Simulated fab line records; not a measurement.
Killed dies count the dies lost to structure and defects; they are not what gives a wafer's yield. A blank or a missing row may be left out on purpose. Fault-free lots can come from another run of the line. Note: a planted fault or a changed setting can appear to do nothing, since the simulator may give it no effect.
A lot that was struck, set against a sound lot | flow n5 finfet | 17 steps out of a route of 1938
Sound: these wafers, L267.3, L267.5, L267.6. Struck: wafer L259.6 (L259.2, L259.5, from the same lot, were not struck and are left out); the cause is given at the end.
Per side, at each step with rows, come the tool, then ch with its chambers, and then its first start. Under that, the readings that differ: sound wafers | struck wafers | difference of the means | sigmas: that difference in standard deviations of wafers without a fault.
alike: words and numbers the same on both sides, and readings whose means are apart by under 2 such deviations; not compared: readings that were withheld, readings missing a value for some wafer, numbers with overlapping values and no deviation given by the record, and bounds like >300 which may hide the same value.
Wherever a step has rows on one side only, a row that says differs or no value, or a row with sigmas, the two part there. When numbers do not overlap yet have no deviation, they are printed without sigmas and do not part them. A reading missing from all wafers of one side parts the sides only when that side holds two or more wafers.

first, 7 steps without rows for these wafers: N5_BEOL_M9_COAT_60 (time 60 s, resist thk 30 nm); N5_BEOL_M9_COAT_05 (resist thk 90 nm); N5_BEOL_M9_EBR_07; N5_BEOL_M9_SOFTBAKE_06 (time 60 s); N5_BEOL_M9_EXPOSE_08 (exposes mask M9); N5_BEOL_M9_PEB_09 (peb time 60 s); N5_BEOL_M9_DEVELOP_10 (develop time 30 s).
N5_BEOL_M9_CD_MEAS_11 targets a cd of 64.1 nm.
  sound on cd sem-03 ch 0, day 13 23:31; struck on cd sem-01 ch 0, day 11 16:25
  alike: cd nm
N5_BEOL_M9_OVL_MEAS_12:
  sound on overlay-02 ch 0, day 13 23:32; struck on overlay-01 ch 0, day 11 16:26
  alike: M9_OVL
N5_BEOL_M9_INSPECT_13: inspects for defects (brightfield).
  sound on defect inspect-02, day 13 23:34; struck on defect inspect-02, day 11 16:28
  alike: raw defect count
N5_BEOL_M9_DESCUM_16: chemistry O2, time 7.9 s.
  sound on rie diel-04 ch 0,1, day 13 23:43; struck on rie diel-03 ch 1, day 11 16:40
  alike: chamber pressure mTorr, drypump motor current A, oes product au, rf vpp V, showerhead plenum p Torr, throttle valve pct
  not compared: rf hours counter h
N5_BEOL_M9_ETCH_61: etches SiARC in CF4, target depth 39 nm, time 65 s.
  sound on rie diel-04 ch 0,1, day 13 23:45; struck on rie diel-03 ch 1, day 11 16:42
  alike: chamber pressure mTorr, drypump motor current A, etch rf on time s, oes product au, rf fwd power W, rf vpp V, showerhead plenum p Torr, throttle valve pct
  not compared: rf hours counter h
N5_BEOL_M9_ETCH_62: etches SOC in N2/H2, target depth 110 nm, overetch 22 nm, time 165 s.
  sound on rie diel-04 ch 0,1, day 13 23:48; struck on rie diel-03 ch 1, day 11 16:45
  reading                                    | sound             | struck | difference | sigmas
  rf fwd power W (W)                         | 838.7 837.6 832.2 | 1037.4 | +201.2     | +77
  rf vpp V (V)                               | 528.6 528.0 523.5 | 489.9  | -36.8      | -15
  model.SiARC_of_BEOL_M9_COAT_60.thk nm (nm) | 23.6 23.6 23.6    | 22.8   | -0.8       |
  alike: chamber pressure mTorr, drypump motor current A, oes product au, showerhead plenum p Torr, throttle valve pct
  not compared: rf hours counter h
then, 1 step without rows for these wafers: N5_BEOL_M9_STRIP_68 (strips in N2/H2).
N5_BEOL_M9_STRIP_67: strips in CF4.
  sound on rie diel-04 ch 0,1, day 13 23:57; struck on rie diel-03 ch 1, day 11 16:54
  reading                        | sound             | struck | difference | sigmas
  chamber pressure mTorr (mTorr) | 49.94 49.94 49.98 | 50.06  | +0.11      | +2
  alike: drypump motor current A, oes product au, rf vpp V, showerhead plenum p Torr, throttle valve pct
  not compared: rf hours counter h
N5_BEOL_M9_HM_OPEN_17: chemistry Cl2/BCl3, target TiN, target depth 20 nm, overetch 6 nm.
  sound on rie metal-01 ch 0,1, day 14 00:01; struck on rie metal-03 ch 0, day 11 16:56
  reading                         | sound          | struck | difference | sigmas
  throttle valve pct (%)          | 22.5 22.0 22.5 | 21.6   | -0.7       | -2
  model.BEOL_M9.cd offset nm (nm) | -0.6 -1 -0.4   | 0.6    | +1.3       |
  alike: chamber pressure mTorr, drypump motor current A, oes product au
  not compared: rf hours counter h
N5_BEOL_M9_STRIP_19: strips in O2.
  sound on rie diel-04 ch 1,2, day 14 00:06; struck on rie diel-05 ch 0, day 11 17:05
  reading               | sound          | struck | difference | sigmas
  oes product au (a.u.) | 0.82 0.82 0.87 | 0.68   | -0.16      | -2
  alike: chamber pressure mTorr, drypump motor current A, rf vpp V, showerhead plenum p Torr, throttle valve pct
  not compared: rf hours counter h

== WHERE THEY PART ==
Earliest at N5_BEOL_M9_ETCH_62; latest, in this record, at N5_BEOL_M9_STRIP_19.

WHY: the cause the simulator had injected
rie diel-03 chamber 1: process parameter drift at N5_BEOL_M9_ETCH_62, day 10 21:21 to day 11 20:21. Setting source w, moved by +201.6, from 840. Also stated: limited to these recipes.
